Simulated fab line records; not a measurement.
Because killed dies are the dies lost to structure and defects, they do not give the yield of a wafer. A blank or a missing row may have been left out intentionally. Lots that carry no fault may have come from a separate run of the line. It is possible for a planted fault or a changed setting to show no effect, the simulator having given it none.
A struck lot beside a sound one || flow nandHarc || 15 steps out of a route of 1302
Sound: these wafers, L657.2, L657.3, L657.4. The struck wafers were L664.1, L664.4, L664.6. The cause is named last.
Each step with rows lists, per side, the tool, then ch with its chambers, then its first start. Under that, the readings that differ: sound wafers || struck wafers || difference of the means || sigmas: that difference in standard deviations of wafers without a fault.
alike: words and numbers the same on both sides, and readings whose means are apart by under 2 such deviations; not compared: readings that were withheld, readings missing a value for some wafer, numbers with overlapping values and no deviation given by the record, and bounds like >300 which may hide the same value.
The two part at a step that has a row with sigmas, a row that says differs or no value, or rows on one side only. When numbers do not overlap yet have no deviation, they are printed without sigmas and do not part them. A reading missing from all wafers of one side parts the sides only when that side holds two or more wafers.

first, 7 steps without rows for these wafers: NHARC_A_CHANNEL_HOLE_D1_COAT_37 (time 65 s); NHARC_A_CHANNEL_HOLE_D1_COAT_04 (resist thk 90 nm); NHARC_A_CHANNEL_HOLE_D1_SOFTBAKE_05 (time 55 s); NHARC_A_CHANNEL_HOLE_D1_EBR_06; NHARC_A_CHANNEL_HOLE_D1_EXPOSE_07 (exposes mask HOLE D1, target cd 100 nm); NHARC_A_CHANNEL_HOLE_D1_PEB_08 (peb time 65 s); NHARC_A_CHANNEL_HOLE_D1_DEVELOP_09 (develop time 35 s).
NHARC_A_CHANNEL_HOLE_D1_CD_MEAS_10: target cd 100 nm.
  sound on cdSem-02 ch 0, day 9 15:52; struck on cdSem-03 ch 0, day 12 19:10
  alike: cdNm
NHARC_A_CHANNEL_HOLE_D1_OVL_MEAS_11:
  sound on overlay-01, day 9 15:57; struck on overlay-02, day 12 19:16
{"reading": "overlayYNm (nm)", "sound": "-1.0 -1.2 -0.9", "struck": "1.8 1.9 1.3", "difference": "+2.7", "sigmas": "+3"}
  alike: overlayXNm
NHARC_A_CHANNEL_HOLE_D1_INSPECT_12:
  sound on defectInspect-01, day 9 15:59; struck on defectInspect-02, day 12 19:18
  alike: rawDefectCount
NHARC_A_CHANNEL_HOLE_D1_DESCUM_15: chemistry O2, time 3 s.
  sound on rieDiel-12 ch 0,1,2, day 9 16:02; struck on rieDiel-12 ch 1,2,3, day 12 19:23
  alike: drypumpMotorCurrentA, mfcArSccm, oesProductAu, rfVppV, showerheadPlenumPTorr, throttleValvePct
  not compared: rfHoursCounterH
NHARC_A_CHANNEL_HOLE_D1_ETCH_38: etches the open film in CF4, target depth 39 nm, time 65 s.
  sound on rieDiel-12 ch 0,2,3, day 9 16:08; struck on rieDiel-12 ch 0,1,3, day 12 19:27
  alike: drypumpMotorCurrentA, mfcArSccm, oesProductAu, overEtchFrac, rfFwdPowerW, rfVppV, showerheadPlenumPTorr, throttleValvePct
  not compared: rfHoursCounterH
NHARC_A_CHANNEL_HOLE_D1_ETCH_39: etches the open film in N2/H2, target depth 260 nm, time 325 s.
  sound on rieDiel-12 ch 1,2,3, day 9 16:13; struck on rieDiel-12 ch 0,2,3, day 12 19:34
{"reading": "overEtchFrac", "sound": "0.3 0.3 0.3", "struck": "0.27089 0.27089 0.27089", "difference": -0.02911, "sigmas": ""}
  alike: drypumpMotorCurrentA, mfcArSccm, n2FlowSccm, oesProductAu, rfFwdPowerW, rfVppV, showerheadPlenumPTorr, throttleValvePct
  not compared: rfHoursCounterH
NHARC_A_CHANNEL_HOLE_D1_ETCH_34: etches the open film in CF4/CHF3, target depth 154 nm, time 77 s.
  sound on rieDiel-12 ch 0,1,3; struck on rieDiel-12 ch 1,3
  alike: drypumpMotorCurrentA, mfcArSccm, oesProductAu, rfFwdPowerW, rfVppV, showerheadPlenumPTorr, throttleValvePct
  not compared: rfHoursCounterH
next, for these wafers, 1 step has no rows: NHARC_END_SORT_01.

== WHERE THEY PART ==
NHARC_A_CHANNEL_HOLE_D1_OVL_MEAS_11 only, going by this record. Later steps at which nothing parts them and some readings are alike: NHARC_A_CHANNEL_HOLE_D1_INSPECT_12, NHARC_A_CHANNEL_HOLE_D1_DESCUM_15, NHARC_A_CHANNEL_HOLE_D1_ETCH_38, NHARC_A_CHANNEL_HOLE_D1_ETCH_39, NHARC_A_CHANNEL_HOLE_D1_ETCH_34.

WHY: what had been put in by the simulator
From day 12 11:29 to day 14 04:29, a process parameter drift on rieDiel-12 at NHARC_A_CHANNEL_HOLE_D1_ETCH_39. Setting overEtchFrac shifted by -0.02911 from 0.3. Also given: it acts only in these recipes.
